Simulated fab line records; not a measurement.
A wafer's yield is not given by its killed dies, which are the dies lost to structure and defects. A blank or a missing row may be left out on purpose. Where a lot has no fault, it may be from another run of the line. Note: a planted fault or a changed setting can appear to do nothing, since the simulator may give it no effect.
Code-filled problem report in 8D (eight disciplines) form || flow nand_harc || the parts of the form that need people (team, actions taken, sign-off) are left out

## 1. PROBLEM STATEMENT
oes_product_au at NHARC_A_STAIRCASE_TRIM_22 reads a mean of 0.849 a.u. on 5 wafers of 3 lots; wafers without a fault read 1.004 a.u. with a standard deviation of 0.0079. Measured from the usual mean, that is -20 standard deviations.
The step: chemistry O2, time 211.2 s.
First seen on wafer L480.1, day 18 14:46, on rie_diel-04. Wafers with a number at this step in the record: 36, from 12 lots. By rule, "out" or "out of limits" means more than 4 standard deviations away from the usual mean. All remaining wafers that have a number are taken as sound.

## 2. WHAT IT IS, AND WHAT IT ISN'T
{"question": "which readings at this step", "is": "oes_product_au", "is not": "drypump_motor_current_A, rf_vpp_V, showerhead_plenum_p_Torr"}
{"question": "which lots", "is": "L480, L482, L483", "is not": "L474, L475, L479, L484, L490, L491, L493, L496, L497"}
{"question": "which wafers of those lots", "is": "L480.1, L480.5, L482.3, L482.5, L483.1", "is not": "L480.4, L482.2, L483.2, L483.4"}
{"question": "read on which tools", "is": "rie_diel-04", "is not": "rie_diel-03"}
{"question": "when", "is": "from day 18 14:46", "is not": "up to then (10 sound wafers); but 21 sound wafers of L482, L483, L484, L490, L491, L493, L496, L497 came after"}

## 3. THE SUSPECTS, EACH WITH WHAT RULES IT OUT
Counting: any tool at a process step up to the reading remains a suspect provided it ran every lot that is out. Sound lots after the first of them don't rule it out here, since some wafers of a struck lot are sound.
- rie_diel-04 at NHARC_A_STAIRCASE_TRIM_22 (chemistry O2, time 211.2 s): kept. Ran every lot that is out, first one L480 (day 18 14:46); last sound lot up to then L479 (day 17 09:55). Out on those wafers are its own readings of oes_product_au.
Left after counting: rie_diel-04 at NHARC_A_STAIRCASE_TRIM_22.

## 4. THE CAUSE (what the simulator had put in)
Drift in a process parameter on rie_diel-04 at NHARC_A_STAIRCASE_TRIM_22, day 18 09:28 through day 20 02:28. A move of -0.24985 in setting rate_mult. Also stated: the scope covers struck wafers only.
Only this tool survived the counting.

## 5. SEQUENCE OF EFFECTS, ordered by route
One row per reading whose mean, taken over the struck wafers that have a number, lies over 3 standard deviations from the usual. Scope: only readings with a usual standard deviation given in the record; hours: median across lots of the time from each lot's start at the first step in this table that gives one to its start at this step; sigmas: change in usual standard deviations.
{"hours": 0, "step": "NHARC_A_STAIRCASE_TRIM_22", "reading": "oes_product_au", "usual": "1.004 a.u.", "on struck wafers": 0.849, "change": -0.155, "sigmas": -20}
Its process steps:
- NHARC_A_STAIRCASE_TRIM_22: chemistry O2, time 211.2 s.
At these later measuring or inspecting steps, every struck wafer for which the step has a row has a number for every such reading, and none has moved that far: NHARC_END_SORT_01.

## 6. WHAT WOULD HAVE CAUGHT IT SOONER
The fault began at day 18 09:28; the first out-of-limits reading in this record came at day 18 14:46, 5 hours later.
